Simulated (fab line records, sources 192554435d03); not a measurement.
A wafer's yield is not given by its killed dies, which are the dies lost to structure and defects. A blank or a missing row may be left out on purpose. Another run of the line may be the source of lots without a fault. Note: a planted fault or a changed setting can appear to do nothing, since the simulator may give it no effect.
Matching of chambers ; flow n5-finfet ; N5_BEOL_M3_PECVD_72 on pecvd-03 has 3 sister chambers
The step deposits SiO2 from TEOS/O2, target thk 16 nm, time 18 s. 3 wafers are shown with their chamber, then 9 later ones without.

## WAFERS WITH THEIR CHAMBER
wafer;chamber;throttle-valve-pct (%)
L091.1;2;20.8
L091.3;1;21.9
L091.4;0;22.4

## WAFERS WHOSE CHAMBER IS MISSING
wafer;throttle-valve-pct (%)
L093.3;22.7
L093.5;20.7
L093.6;22.4
L079.1;21.2
L079.2;22.3
L079.6;20.8
L096.1;21.3
L096.3;22.2
L096.6;22.3

## WHICH CHAMBER EACH WENT THROUGH
wafer;from the rows above;in truth
L093.3;can't be placed: 0 or 1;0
L093.5;2;2
L093.6;can't be placed: 0 or 1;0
L079.1;can't be placed: 2 or 1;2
L079.2;can't be placed: 0 or 1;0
L079.6;2;2
L096.1;can't be placed: 2 or 1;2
L096.3;can't be placed: 0 or 1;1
L096.6;can't be placed: 0 or 1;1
Placed correctly: 2 of 9. Not placeable from these rows: 7 (in 7, the candidates include the true chamber). Number placed wrongly: 0.
How it was worked out, from the rows above alone: a wafer's distance from a chamber is the root of the sum, over the readings, of the square of ((its reading less the chamber's mean) divided by the reading's scatter). If the next closest chamber is less than 2 further off than the closest, the wafer can't be placed; otherwise it belongs to the closest. A chamber's mean is the mean of its shown wafers. The scatter: with one shown wafer a chamber, the root of the mean of the squares of how far each hidden wafer lies from its nearest shown one.
